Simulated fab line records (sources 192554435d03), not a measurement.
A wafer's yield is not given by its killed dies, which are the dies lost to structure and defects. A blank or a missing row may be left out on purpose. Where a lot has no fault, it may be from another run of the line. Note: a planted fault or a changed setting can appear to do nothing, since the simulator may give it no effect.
Matching of chambers | flow n5Finfet | 3 sister chambers for N5_BEOL_M0_CO_CAP_123 on cvdCo-02
The step material Co, precursor CCTBA/H2, target thk 2 nm, time 102.1 s. 3 wafers are shown with their chamber, then 12 later ones without.

## WAFERS PAIRED WITH THEIR CHAMBERS
wafer  | chamber | heaterPowerW (W)
L089.2 | 1       | 244
L089.3 | 2       | 264
L089.6 | 0       | 234

## WAFERS WITHOUT THEIR CHAMBER
wafer  | heaterPowerW (W)
L090.2 | 266
L090.3 | 232
L090.5 | 239
L091.1 | 269
L091.4 | 233
L091.5 | 266
L092.1 | 264
L092.2 | 224
L092.3 | 234
L093.3 | 234
L093.5 | 268
L093.6 | 231

## WHICH CHAMBER EACH ONE RAN IN
wafer  | from the rows above     | in truth
L090.2 | 2                       | 2
L090.3 | 0                       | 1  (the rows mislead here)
L090.5 | can't be placed: 0 or 1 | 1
L091.1 | 2                       | 2
L091.4 | 0                       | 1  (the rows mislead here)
L091.5 | 2                       | 2
L092.1 | 2                       | 2
L092.2 | 0                       | 0
L092.3 | 0                       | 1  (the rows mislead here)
L093.3 | 0                       | 0
L093.5 | 2                       | 2
L093.6 | 0                       | 0
8 of 12 placed correctly. Not placeable from these rows: 1 (in 1, the candidates include the true chamber). Wrongly placed: 3.
How it was worked out, from the rows above alone: a wafer's distance from a chamber is the root of the sum, over the readings, of the square of ((its reading less the chamber's mean) divided by the reading's scatter). If the next closest chamber is less than 2 further off than the closest, the wafer can't be placed; otherwise it belongs to the closest. The mean given for a chamber averages the wafers shown for that chamber. The scatter (one wafer shown for each chamber): square how far every hidden wafer sits from the nearest shown wafer, average those squares and take the square root.
